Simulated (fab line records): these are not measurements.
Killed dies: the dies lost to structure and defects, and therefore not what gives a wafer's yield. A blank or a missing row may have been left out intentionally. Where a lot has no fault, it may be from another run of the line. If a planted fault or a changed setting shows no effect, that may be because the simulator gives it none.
Split-lot study    flow n5_finfet    route with 1938 steps; 7 lots, 39 wafers read

## ON THE SPLIT
At N5_BEOL_M7_TRENCH_ETCH_37 (etches SiCOH lowk in C4F6/O2, target depth 93.478 nm, time 31.2 s), the setting time_s was moved away from the recipe's 31.2 s on 18 of the 39 wafers read, by -41.2% to +56.2%. All remaining wafers had this setting at the recipe value.

## FROM THE SPLIT TO THE READING: what the file shows between them, 8 steps
- N5_BEOL_M7_ETCH_41: etches SiCN in CH3F/O2, target depth 31.9 nm, time 57.8 s
- N5_BEOL_M7_STRIP_80: strips in N2/H2, time 10 s
- N5_BEOL_M7_OCD_MEAS_38
- N5_BEOL_M7_HM_STRIP_39: strips TiN in peroxide tin strip, target depth 25 nm, time 158 s
- N5_BEOL_M7_SRD_40: time 30 s
- N5_BEOL_M7_ECD_50: material Cu, target thk 300 nm
- N5_BEOL_M7_ANNEAL_51: time 90 s
- N5_BEOL_M7_CMP_52: polishes, stops on SiCOH lowk, t overpolish 6.9 s, target thk 80 nm

## THE READING
M7_THK, in nm, at N5_BEOL_M7_THK_MEAS_53 (measures by xrf). Fault-free wafers of this fab line usually give 79.9 nm, standard deviation 2 nm.

wafer   tool, chamber at the split  time_s as run, s  against the recipe  M7_THK, nm  against lot-mates on the recipe
L078.1  rie_diel-05, 2              43.05             +38.0%              113.5       +34.7
L078.2  rie_diel-05, 0              43.05             +38.0%              114.7       +35.9
L078.3  rie_diel-05, 3              31.2              recipe              76.0        -
L078.4  rie_diel-05, 2              31.2              recipe              79.5        -
L078.5  rie_diel-05, 3              43.05             +38.0%              112.7       +33.9
L078.6  rie_diel-05, 0              31.2              recipe              80.9        -
L079.1  rie_diel-01, 1              41.06             +31.6%              105.8       +26.3
L079.2  rie_diel-01, 0              31.2              recipe              80.7        -
L079.3  rie_diel-01, 2              31.2              recipe              77.6        -
L079.4  rie_diel-01, 3              41.06             +31.6%              109.0       +29.5
L079.5  rie_diel-01, 3              31.2              recipe              80.2        -
L079.6  rie_diel-01, 0              41.06             +31.6%              111.2       +31.7
L082.1  rie_diel-01, 0              25                -19.9%              61.7        -18.5
L082.2  rie_diel-01, 3              25                -19.9%              62.1        -18.1
L082.3  rie_diel-01, 2              31.2              recipe              79.6        -
L082.4  rie_diel-01, 0              31.2              recipe              80.6        -
L082.5  rie_diel-01, 2              31.2              recipe              80.3        -
L082.6  rie_diel-01, 3              25                -19.9%              62.6        -17.6
L083.1  rie_diel-02, 2              18.34             -41.2%              44.3        -37.2
L083.2  rie_diel-02, 1              18.34             -41.2%              41.0        -40.5
L083.3  rie_diel-02, 3              18.34             -41.2%              42.3        -39.2
L083.4  rie_diel-02, 0              31.2              recipe              80.4        -
L083.5  rie_diel-02, 2              31.2              recipe              82.6        -
L083.6  rie_diel-02, 1              31.2              recipe              81.5        -
L086.1  rie_diel-01, 0              48.75             +56.2%              133.3       +53.7
L086.2  rie_diel-01, 1              31.2              recipe              79.6        -
L086.3  rie_diel-01, 3              31.2              recipe              80.8        -
L086.4  rie_diel-01, 2              48.75             +56.2%              129.3       +49.7
L086.5  rie_diel-01, 2              31.2              recipe              78.3        -
L086.6  rie_diel-01, 3              48.75             +56.2%              131.5       +51.9
L090.1  rie_diel-02, 1              31.2              recipe              82.6        -
L090.2  rie_diel-02, 3              44.45             +42.5%              121.1       +36.7
L090.3  rie_diel-02, 0              44.45             +42.5%              122.9       +38.5
L090.4  rie_diel-02, 2              31.2              recipe              85.4        -
L090.5  rie_diel-02, 2              31.2              recipe              85.1        -
L090.6  rie_diel-02, 3              44.45             +42.5%              121.0       +36.6
L094.2  rie_diel-05, 0              31.2              recipe              81.1        -
L094.4  rie_diel-05, 1              31.2              recipe              77.2        -
L094.5  rie_diel-05, 3              31.2              recipe              77.7        -

THE FIT
A straight line over all 39 wafers: M7_THK changes by +0.916 nm for each +1% of time_s; r = +1.00; the points scatter about the line by 2.1 nm.
The same after taking each lot's own level away (the mean of its wafers on the recipe; 39 wafers): +0.918 nm for each +1%; r = +1.00; scatter 1.5 nm.
According to that fit, moving time_s by its largest amount changes the reading by 52 nm.
Across the lots, their own levels run from 78.67 to 84.37 nm, a range of 2.8 times the standard deviation given above.
Consequently the slope shifts little with the lot-to-lot level, the two slopes agreeing.
Check: with one of the wafers moved furthest among these (+56.2%) left out of the fit, the line predicts +51.2 nm for it against its lot-mates. It came out at +53.7 nm against them.

## THE WHOLE CHAIN: every reading that the file lists as answering this split, in the file's order
step                       what it does                                                         reading                                                                           change (the file's fit)                                                               r (the file's)
N5_BEOL_M7_TRENCH_ETCH_37  etches SiCOH lowk in C4F6/O2, target depth 93.478 nm, time 31.2 s    etch.depth_nm (the simulator's own value, which no gauge read)                    +0.921 nm for each +1% of the setting                                                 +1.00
N5_BEOL_M7_TRENCH_ETCH_37  etches SiCOH lowk in C4F6/O2, target depth 93.478 nm, time 31.2 s    BEOL_M7.feature_depth_nm (the simulator's own value, which no gauge read)         +0.921 nm for each +1% of the setting                                                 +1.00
N5_BEOL_M7_TRENCH_ETCH_37  etches SiCOH lowk in C4F6/O2, target depth 93.478 nm, time 31.2 s    TiN_of_BEOL_M7_HM_DEP_02.thk_nm (the simulator's own value, which no gauge read)  -0.0285 nm for each +1% of the setting                                                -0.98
N5_BEOL_M7_OCD_MEAS_38                                                                          trench_depth_nm                                                                   +0.921 nm for each +1% of the setting                                                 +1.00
N5_BEOL_M7_CMP_52          polishes, stops on SiCOH lowk, t overpolish 6.9 s, target thk 80 nm  Cu_of_BEOL_M7_ECD_50.thk_nm (the simulator's own value, which no gauge read)      +0.921 nm for each +1% of the setting                                                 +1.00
N5_BEOL_M7_THK_MEAS_53     measures by xrf                                                      M7_THK                                                                            +0.916 for each +1% of the setting                                                    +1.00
N5_BEOL_M7_RS_MEAS_57      measures by four-point-probe                                         M7_RS                                                                             not straight: 0.610 at the lowest setting, 0.282 at the recipe, 0.162 at the highest  not given

## THE FILE'S OWN FIT
M7_THK changes by +0.916 nm for each +1% of time_s, r = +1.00.
